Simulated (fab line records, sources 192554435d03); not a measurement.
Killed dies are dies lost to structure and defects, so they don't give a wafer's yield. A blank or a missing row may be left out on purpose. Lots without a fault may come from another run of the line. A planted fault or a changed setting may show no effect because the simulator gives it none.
A struck lot beside a sound one | flow n5_finfet | 36 steps out of a route of 1938
Sound: wafers L187.3, L187.5, L187.6. Struck: wafers L188.2, L188.5. The cause comes at the end.
At each step with rows: each side's tool, then ch and its chambers, then its first start. Under that, the readings that differ: sound wafers | struck wafers | difference of the means | sigmas: that difference in standard deviations of wafers without a fault.
alike: readings whose means differ by less than 2 such deviations, and words and numbers that are the same on both sides. not compared: withheld readings, readings that some wafer has no value for, bounds like >300 that may hide the same value, and numbers for which the record gives no deviation and whose values overlap.
The two part at a step that has a row with sigmas, a row that says differs or no value, or rows on one side only. Numbers that don't overlap but have no deviation are shown without sigmas and don't part them. A reading that every wafer of one side lacks parts them only if that side has two wafers or more.

first, 9 steps without rows for these wafers: N5_SD_EPI_N_DEVELOP_08 (develop time 30 s); N5_SD_EPI_N_DESCUM_14 (chemistry O2, time 7.9 s); N5_SD_EPI_N_ETCH_34 (etches SiARC in CF4, target depth 45.5 nm, time 75.8 s); N5_SD_EPI_N_ETCH_35 (etches SOC in N2/H2, overetch 108 nm, time 486 s); N5_SD_EPI_N_STRIP_36 (strips in N2/H2); N5_SD_EPI_N_ETCHBACK_44 (etches SiNx in CH3F/O2, stops on SiO2, target depth 14.5 nm); N5_SD_EPI_N_ETCH_45 (etches SiOCN in CH3F/O2, target depth 6 nm); N5_SD_EPI_N_ETCH_16 (etches SiO2 in CHF3/O2, target depth 5 nm); N5_SD_EPI_N_STRIP_47 (strips in CHF3/O2).
N5_SD_EPI_N_SD_RECESS_17: chemistry HBr/Cl2/O2, target depth 41 nm, time 23.7 s, bt time 3 s.
  sound on rie_si-02 ch 0,1,2, day 4 02:20; struck on rie_si-02 ch 0,1, day 4 06:20
  reading                                 | sound             | struck      | difference | sigmas
  oes_product_au (a.u.)                   | 1.017 1.010 0.997 | 1.139 1.147 | +0.135     | +10
  model.etch.depth_nm (nm)                | 42.13 41.71 41.09 | 63.81 64.44 | +22.48     |
  model.SD_EPI_N.feature_depth_nm (nm)    | 42.2 41.8 41      | 63.8 64.4   | +22.4      |
  model.Si_of_WELL_APT_EPI_41.thk_nm (nm) | 7.6 8.6 9         | 4.4 4.4     | -4.0       |
  alike: drypump_motor_current_A, throttle_valve_pct
  not compared: rf_hours_counter_h
then, 2 steps without rows for these wafers: N5_SD_EPI_N_STRIP_38 (strips in N2/H2); N5_SD_EPI_N_WET_ETCH_43 (etches SiO2 in dHF, time 14 s, target depth 1.5 nm).
N5_SD_EPI_N_STRIP_18: strips in SPM, time 750 s.
  sound on wet_bench-06 ch 2,4,6, day 4 02:31; struck on wet_bench-06 ch 4,6, day 4 06:32
  reading                                 | sound       | struck | difference | sigmas
  model.Si_of_WELL_APT_EPI_41.thk_nm (nm) | 7.2 8.2 8.6 | 4 4    | -4         |
  alike: bath_heat_duty_pct
then, 21 steps without rows for these wafers: N5_SD_EPI_N_SRD_20 (time 30 s); N5_SD_EPI_N_PRECLEAN_48 (cleans in NF3:NH3, afs cycles 2, time 20 s, sublimation time 60 s); N5_SD_EPI_N_VAPOR_ETCH_50 (etches Si in HCl, time 54 s); N5_SD_EPI_N_EPI_21 (deposits Si:P, time 690 s); N5_SD_EPI_N_PRECLEAN_24 (cleans in O3/DIW, time 60 s); N5_SD_EPI_N_SRD_25 (time 30 s); N5_SD_EPI_N_PRECLEAN_49 (cleans in NF3:NH3, afs cycles 1, time 20 s, sublimation time 60 s); N5_SD_EPI_N_LINER_46 (material SiNx, target thk 3 nm); N5_SD_EPI_P_COAT_34 (time 60 s, resist thk 350 nm); N5_SD_EPI_P_COAT_35 (time 60 s, resist thk 35 nm); N5_SD_EPI_P_COAT_03 (resist thk 150 nm); N5_SD_EPI_P_EBR_05; N5_SD_EPI_P_SOFTBAKE_04 (time 60 s); N5_SD_EPI_P_EXPOSE_06 (exposes mask SD P BLK, target cd 240 nm); N5_SD_EPI_P_PEB_07 (peb time 60 s); N5_SD_EPI_P_DEVELOP_08 (develop time 30 s); N5_SD_EPI_P_DESCUM_14 (chemistry O2, time 7.9 s); N5_SD_EPI_P_ETCH_36 (etches SiARC in CF4, target depth 45.5 nm, time 75.8 s); N5_SD_EPI_P_ETCH_37 (etches SOC in N2/H2, overetch 108 nm, time 486 s); N5_SD_EPI_P_STRIP_38 (strips in N2/H2); N5_SD_EPI_P_ETCHBACK_46 (etches SiNx in CH3F/O2, stops on SiO2, target depth 17.5 nm).
-- the record jumps here: 5 days lie between the struck wafers' starts before and after (it left off in module SD_EPI_P and takes up again in module BEOL_M4, whose first step shown is number 1111 of the route) --
N5_BEOL_M4_RC_MEAS_101:
  sound on prober-02 ch 0, day 8 17:28; struck on prober-02 ch 0, day 9 00:02
  no value came back on the struck wafers for any of 17 readings (CJ_N, DIBL_N (mV/V) and others); on the sound wafers CJ_N reads 4.45 4.44 4.37
  alike: DIBL_P, IOFF_P, ION_P, SS_P, VT_P
-- the record jumps here: 4 days lie between the struck wafers' starts before and after (it left off in module BEOL_M4 and takes up again in module PASSIVATION, whose first step shown is number 1936 of the route) --
N5_PASSIVATION_PROBE_49:
  sound on prober-02, day 13 05:16; struck on prober-01, day 13 11:00
  reading                | sound          | struck      | difference | sigmas
  sort_bin_4_leakage (%) | 0 0 0          | 89.41 91.44 | +90.42     | +99 or more
  sort_n_pass            | 1073 1067 1071 | 0 0         | -1070      | -71
  sort_yield_pct (%)     | 90.9 90.4 90.8 | 0 0         | -91        | -70
  alike: defect_limited_yield, killed_at_M0_to_M3, killed_at_M4_up, killed_at_contacts, killed_at_front_end, killed_at_other, killed_dies, killed_on_rim, killed_open, killed_short, sort_bin_5_function, sort_bin_6_memory, sort_bin_8_speed

WHERE THEY PART
First at N5_SD_EPI_N_SD_RECESS_17; last, within this record, at N5_PASSIVATION_PROBE_49.

WHY: what the simulator had put in
Process parameter drift: rie_si-02, from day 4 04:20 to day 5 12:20, at N5_SD_EPI_N_SD_RECESS_17. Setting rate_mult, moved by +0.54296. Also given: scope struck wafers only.
